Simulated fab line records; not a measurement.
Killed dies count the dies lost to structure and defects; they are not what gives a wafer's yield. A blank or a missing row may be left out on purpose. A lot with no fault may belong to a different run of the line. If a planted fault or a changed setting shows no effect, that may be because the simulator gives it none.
Matching of chambers + flow n5_finfet + pecvd-01 running N5_ZERO_LAYER_PECVD_02: 3 sister chambers
The step deposits SiO2 from SiH4/N2O, target thk 10 nm, time 6 s. 18 wafers are shown with their chamber, then 9 later ones without.

== WAFERS PAIRED WITH THEIR CHAMBERS ==
| wafer  | chamber | showerhead_plenum_p_Torr (Torr) | heater_power_w (W) |
|--------|---------|---------------------------------|--------------------|
| L074.4 | 2       | 8.04                            | 640                |
| L074.5 | 0       | 7.94                            | 644                |
| L074.6 | 1       | 8.16                            | 848                |
| L076.2 | 1       | 8.15                            | 837                |
| L076.4 | 1       | 8.17                            | 830                |
| L076.5 | 0       | 7.95                            | 646                |
| L077.1 | 0       | 7.94                            | 634                |
| L077.2 | 2       | 8.06                            | 618                |
| L077.6 | 2       | 8.04                            | 611                |
| L078.1 | 0       | 7.96                            | 705                |
| L078.3 | 2       | 8.05                            | 641                |
| L078.6 | 2       | 8.03                            | 633                |
| L080.1 | 1       | 8.17                            | 754                |
| L080.5 | 2       | 8.04                            | 525                |
| L080.6 | 1       | 8.15                            | 744                |
| L081.3 | 2       | 8.03                            | 619                |
| L081.5 | 2       | 8.05                            | 611                |
| L081.6 | 0       | 7.96                            | 705                |

SIGNATURES (averages over the wafers above)
| reading                  | chamber 0 | chamber 1 | chamber 2 | scatter within a chamber |
|--------------------------|-----------|-----------|-----------|--------------------------|
| showerhead_plenum_p_Torr | 7.9500    | 8.1600    | 8.0425    | 0.0102                   |
| heater_power_w           | 666.80    | 802.60    | 612.25    | 40.4                     |
Rule: for a wafer and a chamber, the distance is found by dividing, reading by reading, the gap between the wafer's reading and the chamber's mean by the reading's scatter, squaring, summing and taking the root. If the next closest chamber is less than 2 further off than the closest, the wafer can't be placed; otherwise it belongs to the closest. How the scatter is found: for the shown wafers, subtract from each reading the mean of its chamber, square and add these, divide the total by (wafers less chambers), then take the root.

== WAFERS WITH NO CHAMBER GIVEN ==
| wafer  | showerhead_plenum_p_Torr (Torr) | heater_power_w (W) |
|--------|---------------------------------|--------------------|
| L086.1 | 8.03                            | 634                |
| L086.2 | 8.18                            | 820                |
| L086.5 | 8.17                            | 824                |
| L088.1 | 7.95                            | 696                |
| L088.2 | 8.15                            | 805                |
| L088.6 | 7.96                            | 691                |
| L094.4 | 7.96                            | 719                |
| L094.5 | 8.04                            | 597                |
| L094.6 | 8.17                            | 818                |

== CHAMBER TAKEN BY EACH ==
| wafer  | from the rows above | in truth |
|--------|---------------------|----------|
| L086.1 | 2                   | 2        |
| L086.2 | 1                   | 1        |
| L086.5 | 1                   | 1        |
| L088.1 | 0                   | 0        |
| L088.2 | 1                   | 1        |
| L088.6 | 0                   | 0        |
| L094.4 | 0                   | 0        |
| L094.5 | 2                   | 2        |
| L094.6 | 1                   | 1        |
9 of 9 placed correctly. Can't be placed from these rows: 0. Wrongly placed: 0.
